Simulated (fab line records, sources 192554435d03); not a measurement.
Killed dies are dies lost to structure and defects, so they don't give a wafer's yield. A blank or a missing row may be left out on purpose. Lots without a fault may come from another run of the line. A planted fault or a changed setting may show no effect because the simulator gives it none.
Chamber matching | flow n5_finfet | N5_BEOL_M5_PRE_CLEAN_77 on cvd_co-02: 3 sister chambers
The step time 15 s. 3 wafers are shown with their chamber, then 12 later ones without.

WAFERS WITH THEIR CHAMBER
wafer  | chamber | heater_power_w (W)
L081.6 | 1       | 107
L079.3 | 2       | 98
L079.6 | 0       | 85

WAFERS WITHOUT THEIR CHAMBER
wafer  | heater_power_w (W)
L086.1 | 87
L086.3 | 103
L086.4 | 102
L096.1 | 108
L096.2 | 102
L096.3 | 87
L096.4 | 105
L096.5 | 102
L096.6 | 87
L097.2 | 85
L097.5 | 85
L097.6 | 108

WHICH CHAMBER EACH WENT THROUGH
wafer  | from the rows above     | in truth
L086.1 | 0                       | 0
L086.3 | can't be placed: 1 or 2 | 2
L086.4 | can't be placed: 2 or 1 | 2
L096.1 | 1                       | 1
L096.2 | can't be placed: 2 or 1 | 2
L096.3 | 0                       | 0
L096.4 | can't be placed: 1 or 2 | 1
L096.5 | can't be placed: 2 or 1 | 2
L096.6 | 0                       | 0
L097.2 | 0                       | 0
L097.5 | 0                       | 0
L097.6 | 1                       | 1
Placed correctly: 7 of 12. Can't be placed from these rows: 5 (the true chamber is among the candidates in 5). Placed wrongly: 0.
How it was worked out, from the rows above alone: a wafer's distance from a chamber is the root of the sum, over the readings, of the square of ((its reading less the chamber's mean) divided by the reading's scatter). The wafer belongs to the nearest chamber; if the next one is less than 2 further off, it can't be placed. A chamber's mean is the mean of its shown wafers. The scatter: with one shown wafer a chamber, the root of the mean of the squares of how far each hidden wafer lies from its nearest shown one.
